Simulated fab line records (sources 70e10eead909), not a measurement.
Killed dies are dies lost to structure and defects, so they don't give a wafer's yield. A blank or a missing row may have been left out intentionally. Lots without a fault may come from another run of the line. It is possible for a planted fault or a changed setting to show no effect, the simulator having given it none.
What tool caused it? -- flow nand_harc -- 12 lots, 36 wafers sampled, at 6 steps of a route of 1302

## WHAT THE GAUGES SHOWED, per wafer
NHARC_A_ONON_D2_THK_MEAS_11: measures by ellipsometry. Usual: thk_nm at 1001 nm, with a standard deviation of 9.7.
lot,measured,on,thk_nm (nm),flag
L374,day 12 14:22,film_metro-02,998 1000 1001,
L376,day 12 23:09,film_metro-01,1002 1000 1003,
L377,day 13 19:12,film_metro-02,1003 1005 1002,
L378,day 14 03:07,film_metro-01,984 986 982,
L379,day 14 09:44,film_metro-02,992 990 990,
L382,day 15 12:43,film_metro-01,1006 1005 1006,
L384,day 17 03:57,film_metro-01,1006 1006 1006,
L392,day 20 06:53,film_metro-02,1003 1005 1004,
L394,day 20 07:06,film_metro-01,1002 1003 1002,
L395,day 21 02:34,film_metro-01,988 987 986,
L396,day 21 02:35,film_metro-02,1007 1006 1007,
L397,day 21 19:26,film_metro-02,1000 1001 999,

NHARC_A_CHANNEL_HOLE_D2_CD_MEAS_10: target cd 100 nm. Usual: cd_nm at 99.9 nm, with a standard deviation of 0.55.
lot,measured,on,cd_nm (nm),flag
L374,day 13 04:49,cd_sem-03,100.6 101.0 100.6,
L376,day 13 13:01,cd_sem-03,100.1 100.2 101.1,
L377,day 14 12:04,cd_sem-01,99.7 100.2 99.9,
L378,day 14 21:55,cd_sem-03,99.1 99.2 99.3,
L379,day 15 00:24,cd_sem-02,100.2 100.2 100.3,
L382,day 16 02:04,cd_sem-01,100.0 100.3 99.6,
L384,day 17 17:58,cd_sem-02,103.3 100.7 103.1,OFF
L392,day 20 21:37,cd_sem-01,100.2 100.4 100.5,
L394,day 20 21:20,cd_sem-01,99.5 99.6 99.3,
L395,day 21 17:07,cd_sem-01,99.5 99.5 99.6,
L396,day 21 17:25,cd_sem-01,100.2 100.2 100.1,
L397,day 22 08:54,cd_sem-02,100.1 100.1 100.4,

NHARC_A_CHANNEL_HOLE_D2_CD_MEAS_18. Usual: cd_nm at 99.4 nm, with a standard deviation of 2.1.
lot,measured,on,cd_nm (nm),flag
L374,day 13 06:07,cd_sem-02,98.9 102.0 103.3,
L376,day 13 14:19,cd_sem-01,99.0 104.0 100.7,
L377,day 14 13:22,cd_sem-02,99.0 101.0 100.6,
L378,day 14 23:25,cd_sem-01,94.9 98.3 99.1,
L379,day 15 01:55,cd_sem-01,97.5 99.6 103.6,
L382,day 16 03:27,cd_sem-02,98.6 102.3 101.5,
L384,day 17 19:29,cd_sem-02,104.1 95.1 105.5,
L392,day 20 22:55,cd_sem-01,98.4 96.7 96.5,
L394,day 20 22:38,cd_sem-02,96.5 98.3 98.5,
L395,day 21 18:25,cd_sem-01,97.2 95.4 98.0,
L396,day 21 18:42,cd_sem-03,97.8 99.9 95.8,
L397,day 22 10:13,cd_sem-03,98.5 100.5 98.6,

NHARC_A_CHANNEL_HOLE_D2_CD_MEAS_31. Usual: cd_nm at 89.5 nm, with a standard deviation of 1.5.
lot,measured,on,cd_nm (nm),flag
L374,day 13 13:13,cd_sem-02,90.0 89.9 90.0,
L376,day 13 20:05,cd_sem-03,90.2 91.8 91.6,
L377,day 14 19:06,cd_sem-01,90.2 88.9 91.3,
L378,day 15 07:06,cd_sem-02,88.5 89.5 88.5,
L379,day 15 09:06,cd_sem-02,90.5 89.0 89.6,
L382,day 16 12:01,cd_sem-02,90.7 90.1 91.2,
L384,day 18 04:50,cd_sem-02,93.4 90.9 93.7,
L392,day 21 07:48,cd_sem-01,87.7 89.3 88.5,
L394,day 21 05:53,cd_sem-02,90.6 88.3 87.8,
L395,day 21 23:59,cd_sem-03,87.7 88.3 87.1,
L396,day 22 00:16,cd_sem-01,92.1 88.4 90.5,
L397,day 22 15:50,cd_sem-03,90.6 88.9 91.1,

## EACH LOT AND THE TOOL THAT RAN IT (in order: tool; ch and the chambers of the sampled wafers; start)
lot,NHARC_A_CHANNEL_HOLE_D2_PEB_08,NHARC_A_CHANNEL_HOLE_D2_ETCH_38
L374,"litho_track-04 ch 0, day 13 04:44","rie_diel-04 ch 0,1, day 13 05:05"
L376,"litho_track-04 ch 0, day 13 12:56","rie_diel-04 ch 2,3, day 13 13:18"
L377,"litho_track-01 ch 0, day 14 11:59","rie_diel-11 ch 0,1,2, day 14 12:21"
L378,"litho_track-06 ch 0, day 14 21:50","rie_diel-04 ch 0,2, day 14 22:13"
L379,"litho_track-04 ch 0, day 15 00:19","rie_diel-04 ch 0,1,2, day 15 00:41"
L382,"litho_track-04 ch 0, day 16 01:59","rie_diel-07 ch 0,3, day 16 02:22"
L384,"litho_track-04 ch 0, day 17 17:53","rie_diel-04 ch 1,2, day 17 18:14"
L392,"litho_track-04 ch 0, day 20 21:32","rie_diel-04 ch 0,2,3, day 20 21:53"
L394,"litho_track-01 ch 0, day 20 21:16","rie_diel-11 ch 0,1,2, day 20 21:37"
L395,"litho_track-01 ch 0, day 21 17:02","rie_diel-11 ch 0,1,3, day 21 17:25"
L396,"litho_track-04 ch 0, day 21 17:20","rie_diel-04 ch 0,1,3, day 21 17:41"
L397,"litho_track-04 ch 0, day 22 08:49","rie_diel-07 ch 1,2,3, day 22 09:11"
- NHARC_A_CHANNEL_HOLE_D2_PEB_08: peb time 65 s.
- NHARC_A_CHANNEL_HOLE_D2_ETCH_38: etches the open film in CF4, target depth 39 nm, time 65 s.

## AS READ BY THE TOOLS THEMSELVES (means over the sampled wafers that have a number; for cases with no such wafer, the mark the record gives instead)
NHARC_A_CHANNEL_HOLE_D2_ETCH_38. Usual: cf4_flow_sccm 150.0 sccm, standard deviation 0.46; drypump_motor_current_A 5.8 A, standard deviation 0.37; oes_product_au 1.000 a.u., standard deviation 0.0083; rf_vpp_V 150.9 V, standard deviation 1.1; showerhead_plenum_p_Torr 1.74 Torr, standard deviation 0.066; throttle_valve_pct 13.283 %, standard deviation 0.0095.
lot,tool,cf4_flow_sccm (sccm),drypump_motor_current_A (A),oes_product_au (a.u.),rf_vpp_V (V),showerhead_plenum_p_Torr (Torr),throttle_valve_pct (%),flag
L374,rie_diel-04,150.1,6.0,0.998,150.5,1.70,13.280,
L376,rie_diel-04,149.6,6.3,1.002,150.6,1.71,13.290,
L377,rie_diel-11,149.6,5.8,0.996,152.3,1.81,13.285,
L378,rie_diel-04,150.0,5.9,1.015,150.8,1.76,13.284,
L379,rie_diel-04,150.1,6.0,0.999,151.1,1.71,13.293,
L382,rie_diel-07,150.1,5.6,1.009,150.7,1.70,13.282,
L384,rie_diel-04,150.1,6.1,1.002,150.7,1.66,13.280,
L392,rie_diel-04,149.8,6.1,0.990,150.3,1.73,13.277,
L394,rie_diel-11,149.9,5.8,0.990,151.4,1.81,13.295,
L395,rie_diel-11,149.9,5.5,0.994,152.4,1.82,13.294,
L396,rie_diel-04,149.9,6.1,1.007,150.4,1.72,13.277,
L397,rie_diel-07,149.9,5.3,0.991,150.5,1.71,13.285,

## THE ANSWER, worked out from the rows above alone
Rule: a lot counts as off when the mean over its wafers that have a number is more than 3 standard deviations away from the usual mean. Also off: a lot with no number at a reading for which 4 or more lots have one. All remaining lots with rows at the step are treated as sound. Order of review: gauges by route order, followed by the tools' own readings, for which a lot's mean as printed above is used. At the first step where some lot is off, the reading lying furthest off is the one used; lots without a number count as furthest.
Off: L384, at NHARC_A_CHANNEL_HOLE_D2_CD_MEAS_10 (cd_nm).
If a tool, at a process step before that reading, ran all the lots that are off and no sound lot after the first of them, it fits. Those tools and the gauges at NHARC_A_CHANNEL_HOLE_D2_CD_MEAS_10 are tried in the same way. Not one of the candidates tried fits.

## WHAT THE SIMULATOR HAD INSERTED
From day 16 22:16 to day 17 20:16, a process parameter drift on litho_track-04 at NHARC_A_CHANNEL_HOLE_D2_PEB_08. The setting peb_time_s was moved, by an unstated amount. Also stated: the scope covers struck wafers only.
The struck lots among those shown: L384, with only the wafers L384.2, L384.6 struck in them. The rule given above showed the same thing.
